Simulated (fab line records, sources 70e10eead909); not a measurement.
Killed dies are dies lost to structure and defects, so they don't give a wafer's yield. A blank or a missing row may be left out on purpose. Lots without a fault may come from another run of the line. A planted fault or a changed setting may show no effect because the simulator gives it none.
Chamber matching | flow nand_harc | NHARC_A_CONTACT_DEP_58 on pecvd-01: 3 sister chambers
The step deposits SiON, target thk 90 nm. 3 wafers are shown with their chamber, then 12 later ones without.

WAFERS WITH THEIR CHAMBER
wafer  | chamber | heater_power_w (W)
L091.5 | 1       | 718
L090.5 | 0       | 821
L090.6 | 2       | 717

WAFERS WITHOUT THEIR CHAMBER
wafer  | heater_power_w (W)
L088.1 | 644
L088.2 | 782
L088.3 | 663
L088.4 | 652
L088.5 | 668
L088.6 | 828
L094.2 | 629
L094.4 | 730
L094.6 | 775
L096.1 | 769
L096.4 | 791
L096.5 | 675

WHICH CHAMBER EACH WENT THROUGH
wafer  | from the rows above          | in truth
L088.1 | can't be placed: 2 or 1      | 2
L088.2 | can't be placed: 0 or 1 or 2 | 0
L088.3 | can't be placed: 2 or 1      | 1
L088.4 | can't be placed: 2 or 1      | 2
L088.5 | can't be placed: 2 or 1      | 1
L088.6 | 0                            | 0
L094.2 | can't be placed: 2 or 1      | 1
L094.4 | can't be placed: 1 or 2 or 0 | 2
L094.6 | can't be placed: 0 or 1 or 2 | 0
L096.1 | can't be placed: 1 or 0 or 2 | 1
L096.4 | can't be placed: 0 or 1 or 2 | 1
L096.5 | can't be placed: 2 or 1      | 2
Placed correctly: 1 of 12. Can't be placed from these rows: 11 (the true chamber is among the candidates in 11). Placed wrongly: 0.
How it was worked out, from the rows above alone: a wafer's distance from a chamber is the root of the sum, over the readings, of the square of ((its reading less the chamber's mean) divided by the reading's scatter). The wafer belongs to the nearest chamber; if the next one is less than 2 further off, it can't be placed. A chamber's mean is the mean of its shown wafers. The scatter: with one shown wafer a chamber, the root of the mean of the squares of how far each hidden wafer lies from its nearest shown one.
